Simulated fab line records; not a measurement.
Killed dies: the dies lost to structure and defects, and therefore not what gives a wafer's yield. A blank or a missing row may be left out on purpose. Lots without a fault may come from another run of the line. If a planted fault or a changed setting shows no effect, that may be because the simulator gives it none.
Which tool was responsible?	flow n5_finfet	Sampling: 10 lots, 29 wafers, 5 of 1938 route steps

## WHAT THE GAUGES READ, wafer by wafer
N5_SD_EPI_P_EPI_MEAS_23. Usual: thk_nm reads 61.1 nm (standard deviation 1.1).
lot	measured	on	thk_nm (nm)	flag
L111	day 4 00:14	film_metro-01	60.0 60.5 61.0	
L115	day 4 23:53	film_metro-02	58.4 62.0 60.4	
L116	day 5 04:03	film_metro-01	61.1 60.7 60.6	
L117	day 5 12:38	film_metro-02	61.1 61.0 62.8	
L118	day 5 21:33	film_metro-02	62.8 59.9	
L119	day 6 02:03	film_metro-02	60.7 60.8 62.9	
L121	day 6 17:02	film_metro-01	59.8 59.6 61.5	
L124	day 7 09:02	film_metro-02	60.2 61.2 61.8	
L129	day 8 09:06	film_metro-02	60.3 60.8 60.3	
L130	day 8 16:43	film_metro-02	61.0 60.3 60.7	

N5_BEOL_M4_RC_MEAS_101. Usual: DIBL_N 36.1 mV/V, standard deviation 1.5; DIBL_P 36.1 mV/V, standard deviation 1.9; IOFF_N 0.159 nA/um, standard deviation 0.029; IOFF_P 0.21 nA/um, standard deviation 0.038; ION_N 675 uA/um, standard deviation 11; ION_P 464 uA/um, standard deviation 8.1; SS_N 71.5 mV/dec, standard deviation 0.57; SS_P 73.3 mV/dec, standard deviation 0.64; VT_N 249 mV, standard deviation 3.1; VT_P -250 mV, standard deviation 3.8.
lot	measured	on	DIBL_N (mV/V)	DIBL_P (mV/V)	IOFF_N (nA/um)	IOFF_P (nA/um)	ION_N (uA/um)	ION_P (uA/um)	SS_N (mV/dec)	SS_P (mV/dec)	VT_N (mV)	VT_P (mV)	flag
L111	day 8 08:42	prober-02	33.6 35.6 36.6	32.4 35.8 36.9	0.118 0.147 0.173	0.18 0.22 0.24	668 680 691	461 471 471	71.4 72.0 72.1	72.6 73.4 73.4	257 251 248	-248 -249 -249	
L115	day 9 07:42	prober-02	38.1 36.5 37.6	37.4 35.2 35.9	0.169 0.151 0.170	0.23 0.20 0.20	670 679 669	461 469 458	72.0 71.3 71.9	73.6 73.0 73.2	250 249 247	-250 -250 -251	
L116	day 9 09:17	prober-01	41.1 36.9 38.0	40.4 36.6 37.7	0.279 0.175 0.186	0.29 0.21 0.23	694 679 684	470 460 465	72.1 71.8 72.0	74.6 73.2 74.4	245 249 247	-248 -252 -251	
L117	day 10 03:05	prober-02	37.8 37.4 36.2	38.2 37.0 36.6	0.171 0.156 0.140	0.24 0.21 0.21	679 670 657	470 456 465	72.0 71.8 71.6	74.1 73.5 73.0	250 254 249	-249 -249 -250	
L118	day 10 04:53	prober-02	37.8 36.9	37.7 36.1	0.172 0.151	0.25 0.23	677 676	474 466	71.8 71.4	73.7 73.1	247 249	-246 -247	
L119	day 10 05:15	prober-01	38.4 35.0 34.1	39.8 35.6 34.0	0.223 0.157 0.149	0.27 0.22 0.19	690 676 677	473 471 467	71.5 71.9 71.1	73.7 73.3 72.8	245 247 247	-246 -249 -251	
L121	day 11 05:29	prober-01	33.0 36.2 33.8	32.4 35.5 33.0	0.104 0.145 0.109	0.15 0.18 0.15	660 664 668	446 456 453	70.9 71.4 71.1	72.5 73.0 72.2	255 252 256	-254 -253 -254	
L124	day 11 15:29	prober-01	34.6 34.1 37.3	33.0 32.4 36.1	0.133 0.122 0.177	0.17 0.16 0.21	675 666 684	462 459 467	70.8 71.0 71.5	72.3 72.4 74.1	248 252 248	-253 -255 -251	
L129	day 12 17:18	prober-01	37.1 36.9 38.5	36.9 37.2 39.3	0.177 0.184 0.213	0.26 0.28 0.31	686 691 702	476 481 479	72.1 71.4 72.2	73.8 73.1 73.5	245 248 244	-245 -241 -241	
L130	day 13 12:38	prober-02	35.6 34.5 34.9	36.6 34.6 36.2	0.159 0.131 0.147	0.20 0.17 0.19	674 664 671	456 456 456	71.3 71.1 71.0	72.6 73.1 73.5	247 252 249	-252 -255 -254	

## WHICH TOOL RAN EACH LOT (tool, then ch and the chambers of the sampled wafers, then the start)
lot	N5_ILD0_CMP_03	N5_ILD0_PRECLEAN_10	N5_ILD0_ALD_15
L111	cmp-04 ch 0,1,2, day 4 03:58	remote_plasma-01 ch 1, day 4 04:37	ald_sin-04 ch 0,1,3, day 4 05:18
L115	cmp-02 ch 0,3, day 5 04:17	remote_plasma-01 ch 1, day 5 04:55	ald_sin-04 ch 0,1, day 5 06:15
L116	cmp-01 ch 1,3, day 5 07:31	remote_plasma-02 ch 1, day 5 08:14	ald_sin-04 ch 2,3, day 5 08:48
L117	cmp-04 ch 0,1, day 5 16:01	remote_plasma-01 ch 0, day 5 16:38	ald_sin-02 ch 0,1,3, day 5 17:58
L118	cmp-04 ch 1,3, day 6 01:29	remote_plasma-02 ch 0, day 6 02:04	ald_sin-04 ch 0,1, day 6 02:45
L119	cmp-01 ch 0,1,2, day 6 06:06	remote_plasma-02 ch 0, day 6 06:46	ald_sin-04 ch 0,2,3, day 6 07:31
L121	cmp-02 ch 0,1,2, day 6 20:22	remote_plasma-02 ch 1, day 6 21:10	ald_sin-04 ch 2,3, day 6 21:50
L124	cmp-01 ch 1,2,3, day 7 12:28	remote_plasma-02 ch 1, day 7 13:20	ald_sin-02 ch 0,1,3, day 7 14:46
L129	cmp-02 ch 0,1,3, day 8 12:46	remote_plasma-02 ch 0, day 8 13:34	ald_sin-03 ch 0,2, day 8 14:15
L130	cmp-02 ch 1,2, day 8 20:35	remote_plasma-02 ch 0, day 8 21:12	ald_sin-03 ch 0,1, day 8 21:53
- N5_ILD0_CMP_03: polishes, stops on SiNx, t overpolish 1.9 s, target thk 197.38 nm.
- N5_ILD0_PRECLEAN_10: cleans in NF3:NH3, afs cycles 5, time 20 s, sublimation time 60 s.
- N5_ILD0_ALD_15: deposits SiNx, target thk 24 nm, pulse time 1 s, ald cycles 480.

## WHAT THE TOOLS THEMSELVES READ (means of the sampled wafers that have a number; where no wafer has one, the mark that the record gives instead)
N5_ILD0_CMP_03. Usual: motor_current_A 12.3 A, standard deviation 1.8; overpolish_run_s 1.900 s, standard deviation 0.0088; time_to_endpoint_s 71 s, standard deviation 4.7.
lot	tool	motor_current_A (A)	overpolish_run_s (s)	time_to_endpoint_s (s)	flag
L111	cmp-04	12.2	1.892	74	
L115	cmp-02	11.7	1.900	74	
L116	cmp-01	11.4	1.906	67	
L117	cmp-04	11.8	1.891	75	
L118	cmp-04	11.5	1.910	80	
L119	cmp-01	13.9	1.898	68	
L121	cmp-02	12.3	1.901	69	
L124	cmp-01	14.1	1.894	71	
L129	cmp-02	11.6	1.904	75	
L130	cmp-02	13.0	1.901	72	

N5_ILD0_PRECLEAN_10. Usual: rf_power_w 30.01 W, standard deviation 0.09; sublimation_temp_c 179.98 C, standard deviation 0.17.
lot	tool	rf_power_w (W)	sublimation_temp_c (C)	flag
L111	remote_plasma-01	29.89	180.01	
L115	remote_plasma-01	30.09	179.91	
L116	remote_plasma-02	29.98	180.20	
L117	remote_plasma-01	30.07	179.89	
L118	remote_plasma-02	29.99	180.00	
L119	remote_plasma-02	29.89	179.98	
L121	remote_plasma-02	30.21	179.89	
L124	remote_plasma-02	29.93	179.91	
L129	remote_plasma-02	30.00	180.12	
L130	remote_plasma-02	30.04	179.91	

N5_ILD0_ALD_15. Usual: heater_power_w 824 W, standard deviation 76; precursor_pulse_height_rel 1.001, standard deviation 0.017.
lot	tool	heater_power_w (W)	precursor_pulse_height_rel	flag
L111	ald_sin-04	876	1.006	
L115	ald_sin-04	919	1.005	
L116	ald_sin-04	773	1.005	
L117	ald_sin-02	793	1.001	
L118	ald_sin-04	927	1.000	
L119	ald_sin-04	831	0.986	
L121	ald_sin-04	796	1.021	
L124	ald_sin-02	792	1.006	
L129	ald_sin-03	874	0.974	
L130	ald_sin-03	768	1.006	

## THE ANSWER, worked out from the rows above alone
Rule: lot off if the mean of its wafers having a number is beyond 3 standard deviations from the usual mean. Also off: a lot with no number at a reading for which 4 or more lots have one. All remaining lots with rows at the step are treated as sound. Order of review: gauges by route order, followed by the tools' own readings, for which a lot's mean as printed above is used. At the first step where some lot is off, the reading lying furthest off is the one used; lots without a number count as furthest.
Across all readings shown, no lot is off: no conclusion can be drawn from this.

## WHAT WAS PUT IN BY THE SIMULATOR
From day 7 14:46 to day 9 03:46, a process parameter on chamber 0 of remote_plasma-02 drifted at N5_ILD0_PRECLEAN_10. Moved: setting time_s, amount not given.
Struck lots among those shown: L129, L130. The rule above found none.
